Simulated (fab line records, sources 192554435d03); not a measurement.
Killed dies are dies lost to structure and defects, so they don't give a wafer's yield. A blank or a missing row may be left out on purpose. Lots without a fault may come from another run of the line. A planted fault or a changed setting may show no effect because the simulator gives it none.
One fault seen from 3 desks | flow n5_finfet | each desk has only its own numbers; what lay behind them comes last

THE DEFECT DESK
What the inspections along the route counted, lot by lot: means of the sampled wafers that have a number. A lot is out of limits, marked OUT, if its mean lies more than 4 standard deviations from the usual mean; the brackets give that distance.
Columns: A = raw_defect_count at N5_BEOL_M3_INSPECT_30, usual 422
lot  | first seen here | A
L415 | day 8 01:59     | 465
L422 | day 9 17:53     | 440
L429 | day 11 08:42    | 389
L430 | day 11 16:02    | 479
L433 | day 12 13:02    | 424
L434 | day 13 07:37    | 392
This desk's finding: nothing out of limits on any of the 6 lots.

THE METROLOGY DESK
What the gauges read, lot by lot, whatever tool the lot ran on: means of the sampled wafers that have a number. A lot is out of limits, marked OUT, if its mean lies more than 4 standard deviations from the usual mean; the brackets give that distance. Of its 12 readings 7 are shown: those that lie furthest out on some lot.
Columns: A = cd_nm at N5_BEOL_M3_CD_MEAS_28, usual 25.63 nm; B = ION_N at N5_BEOL_M4_RC_MEAS_101, usual 677 uA/um; C = ION_P at N5_BEOL_M4_RC_MEAS_101, usual 462 uA/um; D = SS_N at N5_BEOL_M4_RC_MEAS_101, usual 71.4 mV/dec; E = SS_P at N5_BEOL_M4_RC_MEAS_101, usual 72.9 mV/dec; F = VT_N at N5_BEOL_M4_RC_MEAS_101, usual 250 mV; G = VT_P at N5_BEOL_M4_RC_MEAS_101, usual -251 mV
lot  | first seen here | A     | B   | C   | D    | E    | F   | G
L415 | day 8 01:53     | 25.83 | 679 | 464 | 70.8 | 72.7 | 252 | -253
L422 | day 9 17:48     | 25.66 | 677 | 462 | 71.5 | 72.7 | 248 | -249
L429 | day 11 08:37    | 25.51 | 680 | 456 | 71.5 | 72.5 | 252 | -253
L430 | day 11 15:57    | 25.52 | 675 | 461 | 70.8 | 73.2 | 253 | -252
L433 | day 12 12:56    | 25.63 | 692 | 470 | 71.2 | 73.2 | 249 | -250
L434 | day 13 07:32    | 25.56 | 673 | 469 | 70.9 | 71.9 | 251 | -248
This desk's finding: nothing out of limits on any of the 6 lots.

THE TOOL OWNER'S DESK: rie_diel-02
The tool's own readings at N5_BEOL_M3_VIA_ETCH_34 (etches the open film in C4F6/O2, target depth 69.4 nm, time 65.9 s): means of the sampled wafers that have a number, for each lot that ran on this tool. A lot is out of limits, marked OUT, if its mean lies more than 4 standard deviations from the usual mean; the brackets give that distance.
Columns: A = bias_w at N5_BEOL_M3_VIA_ETCH_34, usual 170.0 W; B = drypump_motor_current_A at N5_BEOL_M3_VIA_ETCH_34, usual 5.7 A; C = oes_product_au at N5_BEOL_M3_VIA_ETCH_34, usual 0.77 a.u.; D = rf_vpp_V at N5_BEOL_M3_VIA_ETCH_34, usual 667 V; E = run_length_s at N5_BEOL_M3_VIA_ETCH_34, usual 89.3 s; F = showerhead_plenum_p_Torr at N5_BEOL_M3_VIA_ETCH_34, usual 2.82 Torr; G = throttle_valve_pct at N5_BEOL_M3_VIA_ETCH_34, usual 30.8 %
lot  | first seen here | A     | B   | C    | D   | E               | F    | G
L422 | day 10 01:34    | 170.2 | 5.9 | 0.77 | 652 | 89.4            | 2.76 | 30.4
L429 | day 11 10:26    | 170.1 | 6.0 | 0.78 | 642 | 91.8 (+6.2) OUT | 2.79 | 30.9
L430 | day 12 01:40    | 170.0 | 5.6 | 0.74 | 665 | 90.8            | 2.76 | 30.7
This desk's finding: out of limits on L429; first on L429, day 11 10:26 (run_length_s at N5_BEOL_M3_VIA_ETCH_34). In limits: L422, L430.

PUT TOGETHER
The tool owner's desk could have raised an alarm at day 11 10:26, on L429.
The defect desk saw nothing out of limits.
The metrology desk saw nothing out of limits.
The defect desk has L429 on record, within its limits.
The metrology desk has L429 on record, within its limits.
Of the lots named, all ran N5_BEOL_M3_VIA_ETCH_34 on rie_diel-02.

WHAT THE SIMULATOR HAD PUT IN
Process parameter drift: rie_diel-02, from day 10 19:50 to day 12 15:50, at N5_BEOL_M3_VIA_ETCH_34. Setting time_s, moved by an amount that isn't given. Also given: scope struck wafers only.
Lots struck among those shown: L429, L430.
Hours from the fault's start to each desk's first reading out of limits: the tool owner's desk, 15.
